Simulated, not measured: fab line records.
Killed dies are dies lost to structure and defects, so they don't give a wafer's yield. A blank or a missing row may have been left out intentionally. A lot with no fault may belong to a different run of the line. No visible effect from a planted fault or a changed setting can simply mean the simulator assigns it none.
Split-lot experiment	flow n5_finfet	7 lots, 21 wafers read, on a route of 1938 steps

== THE SPLIT ITSELF ==
At N5_HKMG_FIN_HK_ALD_01 (deposits HfO2, target thk 1.6 nm, pulse time 3 s, purge time 3 s), the setting ald_cycles was moved away from the recipe's 30 on 6 of the 21 wafers read, by -13.3% to +10.0%. For the rest of the wafers, this setting stayed at what the recipe calls for.

== FROM THE SPLIT TO THE READING: what the file shows between them, 3 steps ==
- N5_HKMG_FIN_DEVELOP_48: develop time 30 s (also split here: develop_time_s)
- N5_HKMG_FIN_WET_ETCH_82: etches La2O3 in dHCl, stops on HfO2, target depth 2 nm, rinse time 30 s
- N5_HKMG_FIN_ALD_36: deposits TiN, target thk 1 nm, pulse time 1 s, purge time 3 s

== THE READING ==
HK_THK, in nm, at N5_HKMG_FIN_THK_MEAS_70 (measures by xrf). On this fab line, fault-free wafers typically give 1.582 nm with a standard deviation of 0.024 nm.

wafer	tool, chamber at the split	ald_cycles as run	against the recipe	HK_THK, nm	against lot-mates on the recipe
L074.1	ald_hk-02, 0	26	-13.3%	1.401	-0.205
L074.2	ald_hk-02, 2	30	recipe	1.606	-
L074.5	ald_hk-02, 0	26	-13.3%	1.382	-0.224
L081.1	ald_hk-02, 0,2,1	30	recipe	1.572	-
L081.5	ald_hk-02, 0,2,1	30	recipe	1.602	-
L081.6	ald_hk-02, 0,2,1	30	recipe	1.579	-
L089.3	ald_hk-02, 2,0,1	30	recipe	1.589	-
L089.5	ald_hk-02, 2,0,1	30	recipe	1.556	-
L089.6	ald_hk-02, 2,0,1	30	recipe	1.584	-
L090.1	ald_hk-01, 1,0	28	-6.7%	1.489	-0.084
L090.2	ald_hk-01, 2	30	recipe	1.573	-
L090.4	ald_hk-01, 1,0	28	-6.7%	1.478	-0.095
L091.2	ald_hk-01, 3,0,1	30	recipe	1.580	-
L091.3	ald_hk-01, 3,0,1	30	recipe	1.584	-
L091.4	ald_hk-01, 3,0,1	30	recipe	1.558	-
L093.1	ald_hk-03, 1,0,2	30	recipe	1.590	-
L093.3	ald_hk-03, 1,0,2	30	recipe	1.572	-
L093.4	ald_hk-03, 1,0,2	30	recipe	1.607	-
L096.2	ald_hk-02, 3,2	33	+10.0%	1.711	+0.176
L096.3	ald_hk-02, 2	30	recipe	1.535	-
L096.5	ald_hk-02, 3,2	33	+10.0%	1.747	+0.212
When a row names more than one chamber, that row covers several wafers, and the file does not tell which wafer ran in which chamber.

THE FIT
A straight line over all 21 wafers: HK_THK changes by +0.0144 nm for each +1% of ald_cycles; r = +0.98; the points scatter about the line by 0.018 nm.
The same after taking each lot's own level away (the mean of its wafers on the recipe; 21 wafers): +0.0169 nm for each +1%; r = +0.99; scatter 0.016 nm.
Per that fit: largest ald_cycles move, reading shift of 0.23 nm.
Measured against the standard deviation above, the lots' own levels, which go from 1.5350 to 1.6060 nm, span 3.0 times it.
So the slope is not independent of the lot-to-lot level: the two fits are not the same.
Check: with one of the wafers moved furthest among these (-13.3%) left out of the fit, the line predicts -0.226 nm for it against its lot-mates. It came out at -0.205 nm against them.

== ADDITIONAL SPLITS CARRIED BY THESE WAFERS ==
These wafers also went through other splits before the reading. Each is held against what the fit with the lots' levels taken away leaves over:
other split on the same wafers	wafers away from the commonest value	r with HK_THK (lot level and that fit taken away)
N5_WELL_APT_COAT_02 spin_rpm	7	+0.23
N5_WELL_APT_DESCUM_13 time_s	8	-0.02
N5_FIN_SAQP_PECVD_47 time_s	5	+0.12
N5_FIN_SAQP_DEVELOP_15 develop_time_s	7	+0.38
N5_FIN_CUT_COAT_02 spin_rpm	4	-0.11
N5_DUMMY_GATE_COAT_28 spin_rpm	9	-0.03
N5_SD_EPI_N_EPI_21 epi_growth_time_s	4	+0.19
N5_SD_EPI_P_EXPOSE_06 dose_mj	7	-0.41
N5_SDB_COAT_04 spin_rpm	6	+0.18
N5_SDB_ETCH_17 cf4_flow_sccm	4	-0.32
N5_HKMG_FIN_DEVELOP_48 develop_time_s	9	-0.28

== FILE'S OWN FIT ==
HK_THK changes by +0.0167 nm for each +1% of ald_cycles, r = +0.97.
